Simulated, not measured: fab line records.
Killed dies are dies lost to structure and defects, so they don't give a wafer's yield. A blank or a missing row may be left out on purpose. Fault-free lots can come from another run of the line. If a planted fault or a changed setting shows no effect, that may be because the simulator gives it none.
fab line records    flow n5_finfet
record lots=9  wafers=27  last_day=16
route steps=1938 shown BEOL_M9@1438 PASSIVATION@1936
lots with no fault: from the same line, run without faults
start_h: hours from the record's opening day to when the first of the lot's shown wafers began    wait_h: hours since the lot's step before    " the same as in the row above    L1.1+2: several wafers, shown together as one row    - no value, or no start given    * or withheld: withheld    < > ~ a bound
route shown NAME@n: names a module that has steps shown in the file, with the first one's number in the route    usual: average and standard deviation across the fault-free wafers    same: alike in all rows    chamber/n: place in a boat    sites: the reading at each site    _std_site: standard deviation of those values    _edge_site: inner sites' mean taken away from outer sites' mean    radius_mm: for every site, how far away it sits from the centre of the wafer    mask NAME#n: copy n    behind: the last tool/chamber to shape the wafer    hold: the reason the lot was held/the length of the hold in hours/how it ended    device: names the non-switching transistor (n, p or np)    end of line: tests of these same wafers at the route's end    a step with no rows: only its recipe    killed: not the wafer's yield, but the dies lost to structure and defects at the first sort    map: dies across one wafer; x = killed, . = not, _ = none there
set.NAME: setting as actually run; set.NAME@STEP: the setting as run at that earlier step    model.NAME: the simulator's own value behind a step, which no gauge read
route steps across a sampled set of lots; one table per step, one row per wafer
services: a tool's chamber out of use, with start hour (start_h, from the record's first day; less than 0 if before it), hours out, and reason
## steps
# step N5_BEOL_M9_ETCH_76
# recipe chemistry=N2/H2  target=underlayer  target_depth_a=65  mask_material=CAR-EUV  time_s=5.2  ion_energy_ev=200  pressure_mtorr=30  source_w=840  bias_w=150  n2_flow_sccm=200  h2_flow_sccm=200  ends=cleared
# usual bias_w=150.0/0.45  chamber_pressure_mTorr=30.00/0.035  drypump_motor_current_A=5.6/0.44  etch_rf_on_time_s=5.21/0.12  h2_flow_sccm=200.0/0.58  oes_product_au=0.64/0.079  rf_vpp_V=523.4/2.7  showerhead_plenum_p_Torr=2.52/0.083  throttle_valve_pct=17.95/0.27
lot.wafer  tool         chamber  start_h  wait_h  bias_w  chamber_pressure_mTorr  drypump_motor_current_A  etch_rf_on_time_s  h2_flow_sccm  oes_product_au  rf_hours_counter_h  rf_vpp_V  showerhead_plenum_p_Torr  throttle_valve_pct
L726.3     rie_diel-04  2        203.80   0.0     150.3   29.98                   5.8                      5.29               199.2         0.60            191                 524.8     2.63                      17.54
L726.4     "            1        "        "       149.3   29.97                   6.1                      5.02               200.4         0.84            8                   523.4     2.49                      17.56
L726.6     "            2        "        "       150.2   30.02                   5.7                      5.29               199.8         0.61            -                   525.8     2.63                      17.55
L727.3     rie_diel-04  3        219.63   0.0     150.0   30.03                   6.0                      5.14               200.9         0.62            230                 522.3     2.51                      18.25
L727.4     "            0        "        "       150.1   30.05                   4.7                      5.07               200.9         0.60            214                 519.0     2.41                      18.23
L727.6     "            0        "        "       148.7   30.04                   4.7                      5.12               199.2         0.59            -                   520.6     2.41                      18.24
L729.1     rie_diel-04  3        232.09   0.0     149.9   30.03                   5.9                      5.17               199.7         0.60            235                 521.4     2.50                      18.29
L729.3     "            2        "        "       150.0   30.00                   5.8                      5.31               199.9         0.60            200                 527.6     2.63                      17.59
L729.6     "            0        "        "       150.8   29.97                   4.7                      5.21               199.5         0.59            -                   518.3     2.41                      18.23
L732.2     rie_diel-01  0        248.13   0.0     149.4   29.96                   5.3                      4.97               200.9         0.81            14                  526.8     2.59                      17.82
L732.5     "            3        "        "       150.8   30.01                   5.8                      5.36               200.0         0.59            -                   521.0     2.43                      17.84
L732.6     "            0        "        "       149.8   30.05                   5.3                      4.99               200.5         0.82            -                   527.4     2.59                      17.81
L735.3     rie_diel-04  1        271.13   0.0     149.2   29.95                   6.1                      5.09               201.0         0.78            29                  521.5     2.49                      17.62
L735.4     "            0        "        "       149.9   30.00                   4.7                      5.13               199.2         0.58            -                   518.4     2.41                      18.26
L735.6     "            2        "        "       150.0   30.02                   5.7                      5.33               199.7         0.59            -                   525.9     2.62                      17.59
L737.2     rie_diel-03  1        271.62   0.0     150.4   30.08                   5.7                      5.33               200.8         0.61            210                 522.0     2.51                      18.06
L737.3     "            2        "        "       150.6   29.99                   5.5                      5.29               199.8         0.61            197                 523.5     2.42                      18.17
L737.5     "            2        "        "       149.9   30.04                   5.5                      5.22               200.2         0.63            -                   519.1     2.42                      18.16
L740.1     rie_diel-04  2        302.94   0.0     149.6   29.98                   5.7                      5.25               199.9         0.58            224                 525.0     2.62                      17.61
L740.5     "            2        "        "       149.8   30.00                   5.7                      5.29               198.9         0.58            -                   526.6     2.62                      17.60
L740.6     "            0        "        "       150.1   30.05                   4.7                      5.21               199.6         0.56            -                   520.6     2.40                      18.28
L742.1     rie_diel-01  1        313.86   0.0     149.5   30.02                   6.0                      5.13               199.1         0.73            72                  524.1     2.56                      17.50
L742.2     "            2        "        "       150.1   30.08                   6.3                      5.27               199.4         0.60            209                 523.7     2.52                      18.09
L742.6     "            0        "        "       149.3   30.07                   5.3                      5.03               199.4         0.78            -                   527.2     2.58                      17.83
L744.2     rie_diel-01  2        323.96   0.0     150.0   29.98                   6.3                      5.25               199.1         0.59            212                 523.5     2.52                      18.16
L744.4     "            0        "        "       150.6   29.97                   5.3                      5.04               200.3         0.77            35                  524.0     2.58                      17.86
L744.5     "            3        "        "       150.1   30.00                   5.8                      5.33               199.2         0.59            -                   521.8     2.42                      17.92
# step N5_BEOL_M9_TRENCH_ETCH_37
# recipe chemistry=C4F6/O2  target_depth_a=1514.3  target=SiCOH_lowk  time_s=49  ion_energy_ev=250  pressure_mtorr=30  source_w=345  bias_w=185  Ar_flow_sccm=300  C4F6_flow_sccm=10  O2_flow_sccm=10
# usual bias_w=185.0/0.56  chamber_pressure_mTorr=29.998/0.028  drypump_motor_current_A=5.6/0.44  oes_product_au=0.75/0.091  rf_vpp_V=663/11  showerhead_plenum_p_Torr=2.83/0.084  throttle_valve_pct=21.06/0.25
lot.wafer  tool         chamber  start_h  wait_h  bias_w  chamber_pressure_mTorr  drypump_motor_current_A  oes_product_au  rf_hours_counter_h  rf_vpp_V  showerhead_plenum_p_Torr  throttle_valve_pct
L726.3     rie_diel-04  2        204.05   -       184.8   30.007                  5.7                      0.71            191                 661       2.93                      20.58
L726.4     "            1        "        "       184.1   30.001                  6.1                      0.97            8                   675       2.82                      20.87
L726.6     "            2        "        "       184.4   30.057                  5.8                      0.71            -                   661       2.93                      20.56
L727.3     rie_diel-04  3        219.88   -       184.2   29.994                  6.0                      0.71            230                 673       2.81                      21.39
L727.4     "            0        "        "       185.4   29.990                  4.7                      0.69            215                 671       2.72                      21.17
L727.6     "            0        "        "       185.6   30.001                  4.7                      0.69            -                   672       2.72                      21.16
L729.1     rie_diel-04  3        232.34   -       185.3   30.003                  5.9                      0.70            235                 670       2.81                      21.40
L729.3     "            2        "        "       184.7   30.034                  5.8                      0.70            200                 661       2.93                      20.58
L729.6     "            0        "        "       183.4   30.013                  4.7                      0.68            -                   670       2.71                      21.18
L732.2     rie_diel-01  0        248.37   -       184.8   30.006                  5.3                      0.95            14                  644       2.88                      20.87
L732.5     "            3        "        "       185.1   29.978                  5.8                      0.71            -                   665       2.72                      20.89
L732.6     "            0        "        "       184.0   29.970                  5.3                      0.95            -                   643       2.88                      20.87
L735.3     rie_diel-04  1        271.38   -       185.2   30.008                  6.1                      0.92            29                  675       2.81                      20.90
L735.4     "            0        "        "       185.0   30.024                  4.7                      0.68            -                   670       2.71                      21.19
L735.6     "            2        "        "       184.7   30.043                  5.7                      0.70            -                   661       2.92                      20.61
L737.2     rie_diel-03  1        271.86   -       184.6   30.023                  5.8                      0.72            210                 665       2.84                      21.24
L737.3     "            2        "        "       185.7   29.944                  5.5                      0.72            197                 645       2.73                      21.33
L737.5     "            2        "        "       186.3   29.948                  5.5                      0.72            -                   646       2.73                      21.31
L740.1     rie_diel-04  2        303.18   -       184.7   30.030                  5.8                      0.69            224                 660       2.92                      20.61
L740.5     "            2        "        "       184.0   29.980                  5.7                      0.69            -                   661       2.91                      20.62
L740.6     "            0        "        "       185.2   29.981                  4.7                      0.67            -                   671       2.71                      21.21
L742.1     rie_diel-01  1        314.11   -       184.8   29.998                  6.0                      0.83            72                  675       2.88                      20.66
L742.2     "            2        "        "       185.6   29.968                  6.3                      0.69            209                 647       2.82                      21.10
L742.6     "            0        "        "       185.0   29.989                  5.3                      0.90            -                   643       2.87                      20.92
L744.2     rie_diel-01  2        324.21   -       185.1   29.980                  6.3                      0.68            212                 647       2.81                      21.08
L744.4     "            0        "        "       185.3   30.039                  5.3                      0.89            35                  643       2.87                      20.91
L744.5     "            3        "        "       139.1   29.997                  5.8                      0.64            -                   524       2.71                      20.90
# step N5_BEOL_M9_STRIP_80
# recipe chemistry=N2/H2  time_s=10  power_w=450  temp_c=40  pressure_mtorr=20  rf_frequency_hz=6e+07  bias_power_w=7  n2_flow_sccm=200  h2_flow_sccm=200
# usual bias_power_w=6.999/0.021  chamber_pressure_mTorr=20.000/0.018  drypump_motor_current_A=5.6/0.44  h2_flow_sccm=200.0/0.6  oes_product_au=0.75/0.092  rf_vpp_V=59.1/0.83  showerhead_plenum_p_Torr=2.52/0.083  throttle_valve_pct=23.7/0.32
lot.wafer  tool         chamber  start_h  wait_h  bias_power_w  chamber_pressure_mTorr  drypump_motor_current_A  h2_flow_sccm  oes_product_au  rf_hours_counter_h  rf_vpp_V  showerhead_plenum_p_Torr  throttle_valve_pct
L726.3     rie_diel-04  2        -        -       7.015         20.020                  5.8                      199.9         0.72            191                 60.7      2.63                      23.2
L726.4     "            1        "        "       6.962         20.028                  6.1                      199.7         0.97            8                   58.8      2.49                      23.4
L726.6     "            2        "        "       6.988         19.961                  5.7                      198.2         0.72            -                   59.8      2.63                      23.2
L727.3     rie_diel-04  3        -        -       6.994         20.019                  5.9                      199.7         0.70            230                 60.4      2.50                      23.9
L727.4     "            0        "        "       6.978         20.004                  4.7                      200.1         0.68            215                 58.0      2.41                      24.2
L727.6     "            0        "        "       6.973         19.971                  4.7                      200.3         0.68            -                   58.4      2.41                      24.2
L729.1     rie_diel-04  3        -        -       7.003         20.007                  6.0                      199.4         0.70            235                 60.1      2.50                      23.9
L729.3     "            2        "        "       7.012         20.019                  5.8                      199.3         0.71            200                 58.4      2.62                      23.3
L729.6     "            0        "        "       6.975         19.983                  4.7                      199.2         0.67            -                   59.0      2.41                      24.2
L732.2     rie_diel-01  0        -        -       7.030         20.021                  5.3                      199.8         0.95            14                  59.1      2.58                      23.6
L732.5     "            3        "        "       6.996         20.007                  5.8                      200.8         0.71            -                   59.5      2.42                      23.6
L732.6     "            0        "        "       6.998         20.012                  5.3                      200.3         0.96            -                   58.8      2.58                      23.6
L735.3     rie_diel-04  1        -        -       7.015         19.992                  6.1                      199.9         0.92            29                  59.7      2.48                      23.4
L735.4     "            0        "        "       6.996         20.003                  4.7                      199.7         0.68            -                   60.2      2.40                      24.2
L735.6     "            2        "        "       7.008         19.995                  5.7                      198.8         0.71            -                   59.0      2.62                      23.3
L737.2     rie_diel-03  1        -        -       6.970         19.983                  5.8                      200.4         0.72            211                 58.9      2.51                      24.0
L737.3     "            2        "        "       7.013         19.985                  5.5                      200.2         0.72            197                 58.8      2.41                      24.0
L737.5     "            2        "        "       7.000         19.992                  5.5                      200.8         0.71            -                   58.8      2.41                      24.0
L740.1     rie_diel-04  2        -        -       7.020         20.003                  5.8                      200.0         0.70            224                 60.3      2.61                      23.3
L740.5     "            2        "        "       7.035         19.974                  5.8                      200.5         0.69            -                   59.7      2.61                      23.3
L740.6     "            0        "        "       6.942         19.986                  4.8                      200.3         0.66            -                   58.4      2.40                      24.2
L742.1     rie_diel-01  1        -        -       7.011         19.974                  6.0                      199.0         0.83            72                  58.6      2.55                      23.3
L742.2     "            2        "        "       6.986         20.006                  6.3                      200.9         0.70            209                 58.4      2.52                      23.9
L742.6     "            0        "        "       7.052         19.989                  5.3                      200.0         0.90            -                   58.2      2.57                      23.6
L744.2     rie_diel-01  2        -        -       6.983         19.985                  6.3                      200.2         0.69            212                 58.6      2.52                      23.9
L744.4     "            0        "        "       7.016         19.985                  5.3                      200.7         0.91            35                  60.2      2.57                      23.6
L744.5     "            3        "        "       7.021         20.003                  5.8                      199.5         0.70            -                   59.2      2.41                      23.6
# step N5_BEOL_M9_OCD_MEAS_38
# usual trench_depth_nm=150/3
lot.wafer  tool    chamber  start_h  wait_h  trench_depth_nm
L726.3     ocd-01  -        204.23   -       149
L726.4     "       -        "        "       154
L726.6     "       -        "        "       150
L727.3     ocd-02  -        220.06   -       151
L727.4     "       -        "        "       151
L727.6     "       -        "        "       152
L729.1     ocd-02  -        232.51   -       149
L729.3     "       -        "        "       147
L729.6     "       -        "        "       150
L732.2     ocd-02  -        248.55   -       157
L732.5     "       -        "        "       148
L732.6     "       -        "        "       158
L735.3     ocd-02  -        271.56   -       154
L735.4     "       -        "        "       152
L735.6     "       -        "        "       150
L737.2     ocd-02  -        272.04   -       150
L737.3     "       -        "        "       150
L737.5     "       -        "        "       148
L740.1     ocd-01  -        303.36   -       150
L740.5     "       -        "        "       150
L740.6     "       -        "        "       152
L742.1     ocd-01  -        314.28   -       153
L742.2     "       -        "        "       148
L742.6     "       -        "        "       155
L744.2     ocd-01  -        324.38   -       146
L744.4     "       -        "        "       153
L744.5     "       -        "        "       131
# step N5_BEOL_M9_PRE_CLEAN_45
# recipe gas=H2/He  time_s=30  temp_c=250
# usual heater_power_w=321/24
lot.wafer  tool            chamber  start_h  wait_h  heater_power_w
L726.3     pvd_sputter-03  -        205.06   0.0     333
L726.4     "               -        "        "       347
L726.6     "               -        "        "       329
L727.3     pvd_sputter-02  -        220.88   0.0     294
L727.4     "               -        "        "       322
L727.6     "               -        "        "       292
L729.1     pvd_sputter-02  -        233.34   0.0     289
L729.3     "               -        "        "       322
L729.6     "               -        "        "       287
L732.2     pvd_sputter-01  -        249.46   0.0     330
L732.5     "               -        "        "       334
L732.6     "               -        "        "       308
L735.3     pvd_sputter-03  -        272.62   0.0     365
L735.4     "               -        "        "       290
L735.6     "               -        "        "       309
L737.2     pvd_sputter-02  -        272.75   0.0     313
L737.3     "               -        "        "       289
L737.5     "               -        "        "       310
L740.1     pvd_sputter-03  -        304.54   0.0     362
L740.5     "               -        "        "       327
L740.6     "               -        "        "       293
L742.1     pvd_sputter-01  -        315.85   0.0     320
L742.2     "               -        "        "       324
L742.6     "               -        "        "       332
L744.2     pvd_sputter-03  -        325.34   0.0     369
L744.4     "               -        "        "       313
L744.5     "               -        "        "       366
# step N5_BEOL_M9_THK_MEAS_53
# recipe thk_meas_gauge=xrf  reads=Cu_of_BEOL_M9_ECD_50
# usual M9_THK=133/3.4
lot.wafer  tool           chamber  start_h  wait_h  M9_THK[nm]
L726.3     film_metro-02  -        206.65   -       133
L726.4     "              -        "        "       137
L726.6     "              -        "        "       134
L727.3     film_metro-01  -        222.53   -       133
L727.4     "              -        "        "       135
L727.6     "              -        "        "       137
L729.1     film_metro-01  -        236.30   -       133
L729.3     "              -        "        "       132
L729.6     "              -        "        "       132
L732.2     film_metro-02  -        250.90   -       140
L732.5     "              -        "        "       132
L732.6     "              -        "        "       140
L735.3     film_metro-02  -        274.31   -       137
L735.4     "              -        "        "       134
L735.6     "              -        "        "       132
L737.2     film_metro-02  -        274.58   -       133
L737.3     "              -        "        "       134
L737.5     "              -        "        "       134
L740.1     film_metro-01  -        305.88   -       135
L740.5     "              -        "        "       136
L740.6     "              -        "        "       137
L742.1     film_metro-01  -        317.36   -       135
L742.2     "              -        "        "       131
L742.6     "              -        "        "       138
L744.2     film_metro-01  -        326.80   -       128
L744.4     "              -        "        "       136
L744.5     "              -        "        "       114
# step N5_BEOL_M9_RS_MEAS_57
# recipe thk_meas_gauge=four-point-probe  reads=Cu_of_BEOL_M9_ECD_50+Co_of_BEOL_M9_CVD_78+TaN_of_BEOL_M9_ALD_74
# usual M9_RS=0.153/0.0039
lot.wafer  tool           chamber  start_h  wait_h  M9_RS[ohm/sq]
L726.3     film_metro-01  -        206.78   0.1     0.154
L726.4     "              -        "        "       0.148
L726.6     "              -        "        "       0.153
L727.3     film_metro-02  -        222.67   0.1     0.153
L727.4     "              -        "        "       0.150
L727.6     "              -        "        "       0.150
L729.1     film_metro-01  -        236.45   0.1     0.154
L729.3     "              -        "        "       0.155
L729.6     "              -        "        "       0.155
L732.2     film_metro-01  -        251.04   0.1     0.144
L732.5     "              -        "        "       0.155
L732.6     "              -        "        "       0.145
L735.3     film_metro-01  -        274.45   0.1     0.147
L735.4     "              -        "        "       0.151
L735.6     "              -        "        "       0.153
L737.2     film_metro-02  -        274.75   0.1     0.152
L737.3     "              -        "        "       0.152
L737.5     "              -        "        "       0.152
L740.1     film_metro-02  -        306.02   0.1     0.151
L740.5     "              -        "        "       0.149
L740.6     "              -        "        "       0.149
L742.1     film_metro-01  -        317.50   0.1     0.150
L742.2     "              -        "        "       0.156
L742.6     "              -        "        "       0.147
L744.2     film_metro-02  -        326.93   0.1     0.160
L744.4     "              -        "        "       0.150
L744.5     "              -        "        "       0.182
# step N5_PASSIVATION_PROBE_49
# usual defect_limited_yield=90.9/1.5  killed_at_M0_to_M3=36/9.9  killed_at_M4_up=13/4.5  killed_at_contacts=13/6.4  killed_at_front_end=42/12  killed_at_other=3.4/3  killed_dies=107/18  killed_open=69/13  killed_short=35/8.2  sort_bin_5_function=5.3/1.1  sort_bin_6_memory=3.4/0.69  sort_n_pass=1073/18  sort_yield_pct=90.9/1.5
# same gross_dies=1180  killed_at_back_side=0  sort_bin_4_leakage[%]=0  sort_bin_8_speed[%]=0
lot.wafer  tool       chamber  start_h  wait_h  defect_limited_yield[%]  killed_at_M0_to_M3  killed_at_M4_up  killed_at_contacts  killed_at_front_end  killed_at_other  killed_dies  killed_open  killed_short  sort_bin_5_function[%]  sort_bin_6_memory[%]  sort_n_pass  sort_yield_pct[%]
L729.1     prober-02  -        294.79   0.0     92.0                     43                  5                4                   40                   2                94           54           38            5.0                     2.6                   1086         92.0
L729.3     prober-02  -        294.89   0.1     91.9                     38                  5                7                   43                   2                95           56           39            4.6                     3.4                   1085         91.9
L729.6     prober-02  -        295.04   0.3     93.0                     28                  8                9                   37                   1                83           48           35            4.4                     2.6                   1097         93.0
L735.3     prober-02  -        331.68   0.1     91.9                     22                  15               14                  43                   1                95           62           28            5.3                     2.5                   1085         91.9
L735.4     prober-02  -        331.73   0.2     91.6                     24                  14               3                   56                   2                99           63           34            4.6                     3.6                   1081         91.6
L735.6     prober-02  -        331.83   0.3     87.4                     47                  20               9                   70                   3                149          94           50            7.4                     4.7                   1031         87.4
# killed by level:class
L729.1 BEOL_M0_SAQP:geometric_particle:short=12 BEOL_M0_SAQP:geometric_particle:open=9 STI_FIN_REVEAL:geometric_particle:open=8 BEOL_M2:geometric_particle:open=8 FIN_SAQP:geometric_particle:short=7 DUMMY_GATE:geometric_particle:open=6 BEOL_M3:geometric_particle:open=5 FIN_SAQP:geometric_particle:open=3
L729.3 BEOL_M0_SAQP:geometric_particle:short=13 BEOL_M0_SAQP:geometric_particle:open=12 MOL_CONTACT_COAG:geometric_particle:open=7 BEOL_M3:geometric_particle:open=7 FIN_SAQP:geometric_particle:open=6 FIN_SAQP:geometric_particle:short=6 STI_FIN_REVEAL:geometric_particle:open=6 DUMMY_GATE:geometric_particle:short=5
L729.6 BEOL_M0_SAQP:geometric_particle:short=12 BEOL_M0_SAQP:geometric_particle:open=8 FIN_SAQP:geometric_particle:open=7 STI_FIN_REVEAL:geometric_particle:open=7 MOL_CONTACT_COAG:geometric_particle:open=7 FIN_SAQP:geometric_particle:short=6 BEOL_M3:geometric_particle:open=5 STARTING-WAFER:geometric_particle:short=4
L735.3 FIN_SAQP:geometric_particle:open=12 MOL_CONTACT_COAG:geometric_particle:open=11 BEOL_M3:geometric_particle:open=8 DUMMY_GATE:geometric_particle:open=5 GATE_CUT:geometric_particle:short=5 BEOL_M4:geometric_particle:open=5 DUMMY_GATE:geometric_particle:short=4 BEOL_M0_SAQP:geometric_particle:short=4
L735.4 FIN_SAQP:geometric_particle:open=21 FIN_SAQP:geometric_particle:short=18 BEOL_M1:geometric_particle:open=9 BEOL_M2:geometric_particle:open=5 DUMMY_GATE:geometric_particle:open=4 GATE_CUT:geometric_particle:short=4 BEOL_M4:geometric_particle:open=4 GATE_CUT:geometric_particle:open=3
L735.6 FIN_SAQP:geometric_particle:open=17 BEOL_M3:geometric_particle:open=16 FIN_SAQP:geometric_particle:short=9 BEOL_M0_SAQP:geometric_particle:short=8 BEOL_M1:geometric_particle:open=8 DUMMY_GATE:geometric_particle:open=8 GATE_CUT:geometric_particle:short=7 STI_FIN_REVEAL:geometric_particle:open=7
## services
tool         chamber  start_h  hours  kind
rie_diel-01  0        188.11   -      clean
rie_diel-01  0        188.11   -      consumable_replace:focus_ring
rie_diel-01  0        188.11   20.4   scheduled_down
rie_diel-01  0        188.11   20.4   vent_cycle
rie_diel-01  1        203.57   15.6   repair
rie_diel-04  0        241.77   2.9    repair
rie_diel-03  3        243.02   4.6    repair
rie_diel-04  3        266.66   7.7    repair
rie_diel-04  3        288.44   -      clean
rie_diel-04  3        288.44   -      consumable_replace:focus_ring
rie_diel-04  3        288.44   14.5   scheduled_down
rie_diel-04  3        288.44   14.5   vent_cycle
rie_diel-03  2        305.25   9.0    repair
rie_diel-01  3        312.30   7.9    repair
rie_diel-01  0        314.42   5.3    repair
## key
first_sign step=N5_BEOL_M9_TRENCH_ETCH_37  reading=bias_w  direction=down  sigmas=81  usual=*  struck=*
effect step=N5_BEOL_M9_TRENCH_ETCH_37  reading=rf_vpp_V  direction=down  sigmas=13  usual=663  struck=524
effect step=N5_BEOL_M9_OCD_MEAS_38  reading=trench_depth_nm  direction=down  sigmas=6.3  usual=150  struck=131
effect step=N5_BEOL_M9_THK_MEAS_53  reading=M9_THK  direction=down  sigmas=5.7  usual=133  struck=114
effect step=N5_BEOL_M9_RS_MEAS_57  reading=M9_RS  direction=up  sigmas=7.4  usual=0.153  struck=0.182
met_at N5_BEOL_M9_TRENCH_ETCH_37
struck_lots L744
struck_wafers L744.5
not_acting_at N5_BEOL_M9_ETCH_76,N5_BEOL_M9_STRIP_80,N5_BEOL_M9_PRE_CLEAN_45
onset_between 248.37 324.21
fault kind=process_parameter_drift  tool=rie_diel-01  chamber=3  onset_h=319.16  steps=N5_BEOL_M9_TRENCH_ETCH_37  channel=bias_w  offset=*  shape=step  end_h=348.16  acts_in=*  stated=*
